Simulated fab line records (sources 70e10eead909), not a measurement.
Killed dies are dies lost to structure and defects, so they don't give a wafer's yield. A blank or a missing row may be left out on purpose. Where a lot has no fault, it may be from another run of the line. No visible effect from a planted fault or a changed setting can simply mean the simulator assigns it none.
fab line records -- flow nandHarc
[record] lots = 5, wafers = 15, lastDay = 30
route steps=1302 shown A_STAIRCASE@757 END@1302
lots with no fault: from the same line, run without faults
startH: hours from the record's opening day to when the first of the lot's shown wafers began -- waitH: how many hours have passed since the lot's step before this one -- " unchanged from the row above -- L1.1+2: one row covering several wafers at once -- - no value, or no start was given -- * or withheld: withheld -- < > ~ a bound
route shown NAME@n: names a module that has steps shown in the file, with the first one's number in the route -- usual: mean and standard deviation over wafers with no fault -- same: alike in all rows -- chamber/n: place in a boat -- sites: each site's reading -- _std_site: their standard deviation -- _edge_site: mean of outer sites minus mean of inner sites -- radiusMm: how far each site lies from the wafer's centre -- mask NAME#n: copy n -- behind: the last tool/chamber to shape the wafer -- hold: the reason the lot was held/the length of the hold in hours/how it ended -- device: which transistor (n, p or np) failed to switch -- end of line: tests run on the same wafers once the route is complete -- a step without rows: its recipe alone -- killed: count of dies lost to structure and defects at first sort (not the wafer's yield) -- map: the dies of a wafer, with x for killed, . for not killed, _ for no die there
set.NAME: the setting that was run; set.NAME@STEP: the one run at that earlier step -- model.NAME: the simulator's own value behind a step, which no gauge read
a table for each step, a row for each wafer; lots at some steps of the route
services: when a tool's chamber went out of use (startH, in hours from the record's first day, below 0 if earlier), for how many hours, and the reason
[[steps]]
[step NHARC_A_STAIRCASE_HMDS_243]
[recipe] timeS = 30
[step NHARC_A_STAIRCASE_COAT_244]
[recipe] spinRpm = 1200
[step NHARC_A_STAIRCASE_SOFTBAKE_245]
[recipe] tempC = 135, timeS = 170
[step NHARC_A_STAIRCASE_EBR_246]
[step NHARC_A_STAIRCASE_EXPOSE_247]
[recipe] na = 0.5, doseMj = 25.34, maskId = SDS_1
[step NHARC_A_STAIRCASE_PEB_248]
[recipe] pebTempC = 115, pebTimeS = 130
[step NHARC_A_STAIRCASE_DEVELOP_249]
[recipe] timeS = 140
[step NHARC_A_STAIRCASE_HARDBAKE_251]
[recipe] tempC = 120, timeS = 140
[step NHARC_A_STAIRCASE_DESCUM_252]
[recipe] timeS = 3, o2FlowSccm = 200, arFlowSccm = 0, biasPowerW = 0, chemistry = O2
[usual] drypumpMotorCurrentA = 5.73/0.29, mfcArSccm = 0.015/0.012, oesProductAu = 1.000/0.0096, rfVppV = 57.8/0.86, showerheadPlenumPTorr = 1.89/0.076, throttleValvePct = 11.311/0.009
lot.wafer,tool,chamber,startH,waitH,drypumpMotorCurrentA,mfcArSccm,oesProductAu,rfHoursCounterH,rfVppV,showerheadPlenumPTorr,throttleValvePct
L456.2,rieDiel-10,0,399.87,-,5.84,0,0.986,42,57.2,1.89,11.303
L456.4,rieDiel-10,0,399.87,-,5.83,0,1.000,-,57.0,1.89,11.303
L456.6,rieDiel-10,2,399.87,-,5.16,0.020,1.000,-,58.1,1.92,11.314
L457.1,rieDiel-10,2,418.75,-,5.20,0.020,0.993,50,58.6,1.92,11.319
L457.4,rieDiel-10,1,418.75,-,5.62,0.017,0.981,46,56.4,1.77,11.316
L457.5,rieDiel-10,3,418.75,-,6.02,0.035,1.014,-,58.2,1.92,11.309
L461.4,rieDiel-10,2,468.15,-,5.18,0.020,0.998,13,58.4,1.92,11.311
L461.1,rieDiel-10,3,468.15,-,5.99,0.035,0.998,11,58.3,1.91,11.297
L461.3,rieDiel-10,1,468.15,-,5.64,0.017,0.995,15,57.4,2.07,11.279
L464.2,rieDiel-01,0,489.55,-,5.49,0.008,0.994,45,58.1,1.86,11.299
L464.4,rieDiel-01,2,489.55,-,6.12,0.022,0.999,33,58.4,1.82,11.308
L464.3,rieDiel-01,3,489.55,-,5.67,0.026,1.000,38,57.5,1.83,11.309
L466.2,rieDiel-08,0,517.40,-,5.76,0,0.991,46,56.8,1.77,11.324
L466.4,rieDiel-08,3,517.40,-,5.95,0.019,1.000,43,57.2,1.86,11.322
L466.6,rieDiel-08,0,517.40,-,5.72,0,0.998,-,57.2,1.77,11.305
[step NHARC_A_STAIRCASE_ETCH_253]
[recipe] targetDepthA = 500, timeS = 20.2, ionEnergyEv = 400, c4f8FlowSccm = 20, o2FlowSccm = 10, arFlowSccm = withheld, rfW = 600, biasW = 1000, chemistry = C4F8/O2
[usual] oesProductAu = 0.957/0.021, rfFwdPowerW = 589/3.1, rfVppV = 894/4.9
lot.wafer,tool,chamber,startH,waitH,oesProductAu,rfFwdPowerW,rfHoursCounterH,rfVppV
L456.2,rieDiel-10,2,399.98,0.1,0.956,597,43,899
L456.4,rieDiel-10,0,399.98,0.1,0.945,585,-,894
L456.6,rieDiel-10,2,399.98,0.1,0.956,596,-,898
L457.4,rieDiel-10,0,418.84,0.1,0.974,591,50,894
L457.1,rieDiel-10,1,418.84,0.1,0.954,587,46,884
L457.5,rieDiel-10,3,418.84,0.1,0.969,592,-,896
L461.1,rieDiel-10,0,468.23,0.1,0.961,588,12,895
L461.3,rieDiel-10,2,468.23,0.1,0.955,592,13,896
L461.4,rieDiel-10,3,468.23,0.1,0.941,590,11,895
L464.3,rieDiel-01,0,489.64,0.1,0.921,586,46,892
L464.2,rieDiel-01,2,489.64,0.1,0.977,585,33,890
L464.4,rieDiel-01,3,489.64,0.1,0.984,591,38,890
L466.2,rieDiel-08,0,517.49,0.1,0.947,586,46,886
L466.4,rieDiel-08,3,517.49,0.1,0.961,590,43,893
L466.6,rieDiel-08,0,517.49,0.1,0.944,585,-,888
[step NHARC_A_STAIRCASE_STRIP_254]
[recipe] powerW = 1500, tempC = 250, chemistry = O2
[step NHARC_A_STAIRCASE_STRIP_255]
[recipe] timeS = 900, tempC = 130, chemistry = SPM
[usual] bathGuardTempC = 130.2/0.44, tempC = 130.01/0.17
lot.wafer,tool,chamber,startH,waitH,bathGuardTempC,tempC
L456.6,wetBench-06,2,400.42,0.1,130.1,129.80
L456.4,wetBench-06,4,400.42,0.1,130.5,129.85
L456.2,wetBench-06,6,400.42,0.1,129.7,130.19
L457.4,wetBench-06,4,419.29,0.2,130.2,130.20
L457.1,wetBench-06,5,419.29,0.2,129.9,130.42
L457.5,wetBench-06,7,419.29,0.2,129.6,130.31
L461.1,wetBench-07,6,468.69,0.3,130.9,130.08
L461.4,wetBench-07,7,468.69,0.3,129.6,130.44
L461.3,wetBench-07,0,468.69,0.3,129.9,129.93
L464.2,wetBench-04,1,490.07,0.3,130.1,130.14
L464.3,wetBench-04,2,490.07,0.3,131.0,129.88
L464.4,wetBench-04,6,490.07,0.3,131.3,129.78
L466.2,wetBench-04,2,517.95,0.3,130.9,130.10
L466.4,wetBench-04,3,517.95,0.3,129.5,130.06
L466.6,wetBench-04,4,517.95,0.3,129.7,130.06
[step NHARC_A_STAIRCASE_PRECLEAN_256]
[recipe] timeS = *, tempC = 50, bathAgeMin = 0, chemistry = SC1
[step NHARC_A_STAIRCASE_SRD_257]
[step NHARC_A_STAIRCASE_HM_DEP_456]
[recipe] targetThkA = 31000, tempC = 400, material = aC
[usual] throttleValvePct = 34.999/0.0089
lot.wafer,tool,chamber,startH,waitH,throttleValvePct
L456.2,aclDep-03,0,401.20,-,35.000
L456.4,aclDep-03,0,401.20,-,35.010
L456.6,aclDep-03,0,401.20,-,34.988
L457.1,aclDep-01,0,419.82,-,35.005
L457.4,aclDep-01,0,419.82,-,35.008
L457.5,aclDep-01,0,419.82,-,35.001
L461.1,aclDep-01,0,469.14,-,35.007
L461.3,aclDep-01,0,469.14,-,35.001
L461.4,aclDep-01,0,469.14,-,35.007
L464.2,aclDep-01,0,494.87,-,35.008
L464.3,aclDep-01,0,494.87,-,35.010
L464.4,aclDep-01,0,494.87,-,35.000
L466.2,aclDep-01,0,518.72,-,34.999
L466.4,aclDep-01,0,518.72,-,34.990
L466.6,aclDep-01,0,518.72,-,35.000
[step NHARC_A_STAIRCASE_DEP_259]
[recipe] targetThkA = 300, targetThkNm = 30, tempC = 400, pressureTorr = 3.5, flowSccm = 200, rfW = 350, material = SiON
[step NHARC_A_STAIRCASE_DEHYDRATE_260]
[recipe] tempC = 150, timeS = 120
[step NHARC_A_STAIRCASE_HMDS_261]
[recipe] timeS = 30
[step NHARC_A_STAIRCASE_COAT_262]
[recipe] spinRpm = 1200
[step NHARC_A_STAIRCASE_SOFTBAKE_263]
[recipe] tempC = 135, timeS = 170
[step NHARC_A_STAIRCASE_EBR_264]
[step NHARC_A_STAIRCASE_EXPOSE_265]
[recipe] na = 0.5, doseMj = 25.01, maskId = CHOP_200
[step NHARC_A_STAIRCASE_PEB_266]
[recipe] pebTempC = 115, pebTimeS = 130
[step NHARC_A_STAIRCASE_DEVELOP_267]
[recipe] timeS = 140
[step NHARC_A_STAIRCASE_HARDBAKE_269]
[recipe] tempC = 120, timeS = 140
[step NHARC_A_STAIRCASE_DESCUM_270]
[recipe] timeS = 3, o2FlowSccm = 200, arFlowSccm = 0, biasPowerW = 0, chemistry = O2
[step NHARC_A_STAIRCASE_ETCH_271]
[recipe] cf4FlowSccm = 100, chf3FlowSccm = 30, arFlowSccm = 0, rfW = 500, biasW = 200, chemistry = CF4/CHF3
[step NHARC_A_STAIRCASE_HM_OPEN_457]
[recipe] o2FlowSccm = 400, cosFlowSccm = 20, arFlowSccm = 0, rfW = 500, biasW = 300, chemistry = O2/COS
[step NHARC_A_STAIRCASE_STRIP_458]
[recipe] o2FlowSccm = 400, cosFlowSccm = 20, arFlowSccm = 0, biasW = 0, chemistry = O2/COS
[step NHARC_A_STAIRCASE_ETCH_451]
[recipe] targetDepthA = 300, overetchA = 30, timeS = 16.5, ionEnergyEv = 100, cf4FlowSccm = 80, o2FlowSccm = 20, arFlowSccm = 0, rfW = 300, biasW = 100, chemistry = CF4/O2
[step NHARC_A_STAIRCASE_ETCH_273]
[recipe] targetDepthA = 1.02e+05, timeS = 2468.6, ionEnergyEv = 800, c4f8FlowSccm = 80, o2FlowSccm = 60, arFlowSccm = withheld, rfW = 600, biasW = 3000, chemistry = C4F8/O2/Ar
[usual] oesProductAu = 0.939/0.011, rfFwdPowerW = 600.0/1.8, rfVppV = 1822/11
lot.wafer,tool,chamber,startH,waitH,oesProductAu,rfFwdPowerW,rfHoursCounterH,rfVppV
L456.2,rieDiel-01,3,-,-,0.941,599.6,5,1816
L456.4,rieDiel-01,1,-,-,0.961,598.5,6,1823
L456.6,rieDiel-01,0,-,-,0.917,602.5,-,1821
L457.1,rieDiel-08,2,-,-,0.961,600.4,18,1814
L457.4,rieDiel-08,0,-,-,0.928,603.1,17,1809
L457.5,rieDiel-08,1,-,-,0.949,598.5,-,1845
L461.4,rieDiel-10,1,-,-,0.941,600.3,16,1847
L461.3,rieDiel-10,2,-,-,0.945,597.9,14,1829
L461.1,rieDiel-10,3,-,-,0.951,597.6,11,1826
L464.4,rieDiel-08,2,-,-,0.950,598.8,36,1812
L464.2,rieDiel-08,3,-,-,0.953,602.0,34,1819
L464.3,rieDiel-08,0,-,-,0.920,598.3,40,1808
L466.4,rieDiel-10,1,-,-,0.937,600.9,28,1847
L466.2,rieDiel-10,3,-,-,0.935,602.0,25,1826
L466.6,rieDiel-10,1,-,-,0.935,603.6,-,1847
[step NHARC_A_STAIRCASE_STRIP_274]
[recipe] o2FlowSccm = 500, arFlowSccm = 0, biasW = 0, chemistry = O2
[usual] drypumpMotorCurrentA = 5.78/0.26, mfcArSccm = 0.015/0.011, oesProductAu = 1.002/0.009, rfVppV = 57.6/0.85, showerheadPlenumPTorr = 3.46/0.15, throttleValvePct = 17.037/0.0099
lot.wafer,tool,chamber,startH,waitH,drypumpMotorCurrentA,mfcArSccm,oesProductAu,rfHoursCounterH,rfVppV,showerheadPlenumPTorr,throttleValvePct
L456.2,rieDiel-01,3,-,-,5.71,0.026,1.010,6,57.1,3.41,17.036
L456.4,rieDiel-01,1,-,-,6.09,0,1.026,6,57.7,3.47,17.038
L456.6,rieDiel-01,3,-,-,5.74,0.026,0.999,-,58.3,3.41,17.032
L457.1,rieDiel-08,0,-,-,5.76,0,0.992,18,54.7,3.29,17.038
L457.4,rieDiel-08,1,-,-,5.47,0.027,1.009,19,57.8,3.76,17.036
L457.5,rieDiel-08,3,-,-,5.92,0.019,1.009,-,58.2,3.44,17.046
L461.3,rieDiel-10,3,-,-,6.01,0.035,1.007,12,58.4,3.53,17.032
L461.4,rieDiel-10,0,-,-,5.86,0,0.992,14,58.3,3.47,17.042
L461.1,rieDiel-10,1,-,-,5.62,0.017,1.002,17,56.6,3.80,17.040
L464.3,rieDiel-08,3,-,-,5.94,0.019,1.009,35,57.2,3.43,17.038
L464.4,rieDiel-08,0,-,-,5.77,0,0.993,40,57.1,3.28,17.041
L464.2,rieDiel-08,2,-,-,5.88,0.019,1.010,38,59.7,3.34,17.026
L466.2,rieDiel-10,1,-,-,5.61,0.017,1.013,29,59.1,3.79,17.036
L466.4,rieDiel-10,2,-,-,5.19,0.020,1.002,28,57.0,3.52,17.029
L466.6,rieDiel-10,1,-,-,5.63,0.017,0.994,-,57.7,3.79,17.034
[step NHARC_A_STAIRCASE_STRIP_275]
[recipe] timeS = 900, tempC = 130, chemistry = SPM
[step NHARC_A_STAIRCASE_PRECLEAN_276]
[recipe] timeS = *, tempC = 50, bathAgeMin = 0, chemistry = SC1
[step NHARC_A_STAIRCASE_SRD_277]
[step NHARC_A_STAIRCASE_HM_DEP_459]
[recipe] targetThkA = 15000, tempC = 400, material = aC
[step NHARC_A_STAIRCASE_DEP_280]
[recipe] targetThkA = 300, targetThkNm = 30, tempC = 400, pressureTorr = 3.5, flowSccm = 200, rfW = 350, material = SiON
[step NHARC_A_STAIRCASE_DEHYDRATE_281]
[recipe] tempC = 150, timeS = 120
[step NHARC_A_STAIRCASE_HMDS_282]
[recipe] timeS = 30
[step NHARC_END_SORT_01]
[recipe] tempC = 25
[usual] killedAtArray = 52/18, killedAtOther = 0.6/0.83, killedAtPeriphery = 4.3/2.8, killedDies = 57/19, killedOpen = 3.4/2, killedShort = 2.5/1.7
[same] grossDies = 677
lot.wafer,tool,chamber,startH,waitH,killedAtArray,killedAtOther,killedAtPeriphery,killedDies,killedOpen,killedShort
L456.2,prober-02,0,597.02,2.8,62,0,1,63,6,2
L456.4,prober-02,0,598.63,3.4,56,0,3,59,0,6
L456.6,prober-02,0,600.24,4.0,55,1,2,58,3,2
L457.1,prober-02,0,611.67,2.5,46,1,4,51,3,3
L457.4,prober-02,0,614.08,3.4,44,0,4,48,3,4
L457.5,prober-02,0,614.89,3.7,44,0,4,48,2,4
L461.1,prober-01,0,658.43,2.5,18,1,2,21,2,1
L461.3,prober-01,0,660.02,3.1,14,2,2,18,4,1
L461.4,prober-01,0,660.82,3.4,19,3,4,26,1,1
L466.6,prober-02,0,726.17,4.1,122,0,3,125,3,1
// killed by level:class
L456.2 A_CHANNEL_HOLE_D2:chamberFilmFlake=33 A_SLIT:chamberFilmFlake=14 A_STAIRCASE:chamberFilmFlake=3 A_BLC:geometricParticle:open=2 A_DECK1_JOINT:chamberFilmFlake=2 A_ONON_D1:geometricParticle:open=1 A_CHANNEL_HOLE_D1:geometricParticle:short=1 A_ONON_D2:geometricParticle:short=1
L456.4 A_CHANNEL_HOLE_D2:chamberFilmFlake=31 A_SLIT:chamberFilmFlake=16 A_CONTACT:chamberFilmFlake=2 P_GATE:geometricParticle:short=1 A_ONON_D1:geometricParticle:short=1 A_DECK1_JOINT:geometricParticle:short=1 A_ONON_D2:geometricParticle:short=1 A_CHANNEL_FILL_D2:geometricParticle:short=1
L456.6 A_CHANNEL_HOLE_D2:chamberFilmFlake=34 A_SLIT:chamberFilmFlake=15 A_STAIRCASE:chamberFilmFlake=2 P_GATE:geometricParticle:short=1 A_CHANNEL_HOLE_D1:geometricParticle:short=1 A_CONTACT:geometricParticle:open=1 A_BLC:geometricParticle:open=1 STARTING-WAFER:geometricParticle:open=1
L457.1 A_CHANNEL_HOLE_D2:chamberFilmFlake=34 A_CONTACT:chamberFilmFlake=3 P_M1:chamberFilmFlake=2 P_BONDPAD:chamberFilmFlake=2 A_ONON_D1:geometricParticle:short=1 A_ONON_D1:geometricParticle:open=1 A_CHANNEL_FILL_D1:geometricParticle:short=1 A_WL_FILL:geometricParticle:short=1
L457.4 A_CHANNEL_HOLE_D2:chamberFilmFlake=31 A_CHANNEL_FILL_D2:geometricParticle:short=3 A_CONTACT:chamberFilmFlake=3 A_WL_FILL:geometricParticle:open=2 P_GATE:chamberFilmFlake=2 A_CHANNEL_HOLE_D1:chamberFilmFlake=2 A_ONON_D2:geometricParticle:short=1 A_ONON_D2:geometricParticle:open=1
L457.5 A_CHANNEL_HOLE_D2:chamberFilmFlake=32 A_CONTACT:geometricParticle:short=2 P_ZERO_WELL:chamberFilmFlake=2 A_CHANNEL_HOLE_D1:chamberFilmFlake=2 A_DECK1_JOINT:chamberFilmFlake=2 A_CHANNEL_FILL_D1:geometricParticle:short=1 A_ONON_D2:geometricParticle:open=1 A_WL_FILL:geometricParticle:short=1
L461.1 A_CHANNEL_HOLE_D1:chamberFilmFlake=6 A_CONTACT:chamberFilmFlake=4 A_CHANNEL_HOLE_D2:chamberFilmFlake=3 P_M2:geometricParticle:open=1 A_DECK1_JOINT:geometricParticle:short=1 A_CONTACT:geometricParticle:open=1 P_GATE:chamberFilmFlake=1 A_CHANNEL_FILL_D1:chamberFilmFlake=1
L461.3 A_SLIT:chamberFilmFlake=4 A_CONTACT:chamberFilmFlake=3 A_CHANNEL_HOLE_D2:chamberFilmFlake=2 THIN_TSV:chamberFilmFlake=2 P_CONTACT:geometricParticle:short=1 P_CONTACT:geometricParticle:open=1 A_DECK1_JOINT:geometricParticle:open=1 A_CONTACT:geometricParticle:open=1
L461.4 A_CHANNEL_HOLE_D1:chamberFilmFlake=7 P_GATE:chamberFilmFlake=4 A_DECK1_JOINT:chamberFilmFlake=2 A_CHANNEL_HOLE_D2:chamberFilmFlake=2 A_STAIRCASE:chamberFilmFlake=2 A_SLIT:chamberFilmFlake=2 A_CONTACT:chamberFilmFlake=2 THIN_TSV:chamberFilmFlake=2
L466.6 A_STAIRCASE:unspecified=90 A_SLIT:chamberFilmFlake=18 A_CONTACT:chamberFilmFlake=5 A_CHANNEL_HOLE_D1:chamberFilmFlake=2 A_CHANNEL_FILL_D2:chamberFilmFlake=2 A_M0:chamberFilmFlake=2 P_CONTACT:geometricParticle:open=1 A_DECK1_JOINT:geometricParticle:open=1
// map L466.6 (x killed, . not)
____________.____________
_________......._________
_______..........._______
______.............______
_____..............._____
____.........x.......____
____........x........____
___........xxx..x.....___
___......x.xxxx.x.....___
__.......x.xxxxx.......__
__..xx....xxxxxx.......__
_.........xxxxxx.x......_
_.......xxxxxxxxxxx....._
_........xxxxxxxxx......_
_........xxxxxxxx......._
_.......xxxxxxxxxx......_
.........xxxxxxxx........
.....x....xxxxxxx........
...........xxxxxx........
...........xxxx......x...
.............xx..........
_.........x.....x......._
_......................._
_......................._
_..x...................._
_......................._
__.............x.......__
__..xx.................__
___...x...........x...___
___x..x...............___
____xxxx.............____
____xxx..............____
_____xxxx..........._____
______xx...........______
_______xx........._______
_________......._________
____________.____________
// map L464.2 (x killed, . not)
____________x____________
_________......._________
_______..........._______
______.............______
_____..............._____
____x................____
____.................____
___...................___
___...................___
__.....................__
__.....................__
_.................x....._
_.......x..............._
_......................._
_......................._
_......................._
.........................
.......x.................
.........................
.......x.................
.........................
_.................x....._
_......................._
_......................._
_........x.............._
_xx.x..................._
__...............x.....__
__.....................__
___.x.................___
___xx.................___
____xx............x..____
____xxx..........x...____
_____.x.x..........._____
______.x........x..______
_______....xx....._______
_________......._________
____________.____________
[[services]]
tool,chamber,startH,hours,kind
rieDiel-10,0,378.99,-,clean
rieDiel-10,1,378.99,-,clean
rieDiel-10,2,378.99,-,clean
rieDiel-10,3,378.99,-,clean
rieDiel-01,-,382.61,9.0,pm
rieDiel-10,1,393.31,7.2,repair
rieDiel-08,3,395.82,5.9,repair
wetBench-04,-,403.20,8.0,pm
rieDiel-10,0,404.38,-,clean
rieDiel-10,1,404.38,-,clean
rieDiel-10,2,404.38,-,clean
rieDiel-10,3,404.38,-,clean
rieDiel-10,-,424.43,9.0,pm
rieDiel-10,0,424.43,9.0,ventCycle
rieDiel-10,1,424.43,9.0,ventCycle
rieDiel-10,2,424.43,10.6,ventCycle
rieDiel-10,3,424.43,9.0,ventCycle
rieDiel-10,0,433.43,-,clean
rieDiel-10,1,433.43,-,clean
rieDiel-01,2,443.63,9.3,repair
aclDep-03,-,479.78,13.0,pm
rieDiel-01,0,483.12,3.1,repair
wetBench-06,-,505.95,1.1,repair
wetBench-07,-,512.00,8.0,pm
[[key]]
[firstSign] step = NHARC_END_SORT_01, reading = killedAtArray, direction = up, sigmas = 3.8, usual = 52, struck = 122
[effect] step = NHARC_END_SORT_01, reading = killedDies, direction = up, sigmas = 3.7, usual = 57, struck = 125
[moreKillsBornAt] NHARC_A_STAIRCASE_STRIP_255@wetBench-04 = 90
metAt NHARC_A_STAIRCASE_STRIP_255
struckWafers L466.6
testerLeftOut L466
[fault] kind = chamberParticleSource, tool = wetBench-04, chamber = 4, onsetH = 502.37, steps = NHARC_A_STAIRCASE_STRIP_255, ratePerVisitCm2 = 1.1955, endH = 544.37
// testerLeftOut: of these lots the tester's yield and bins aren't shown, on N5 and GAA mostly nor the transistor test; their killed dies are dies lost to structure and defects alone, not to doping, threshold or leakage, so they don't give the yield
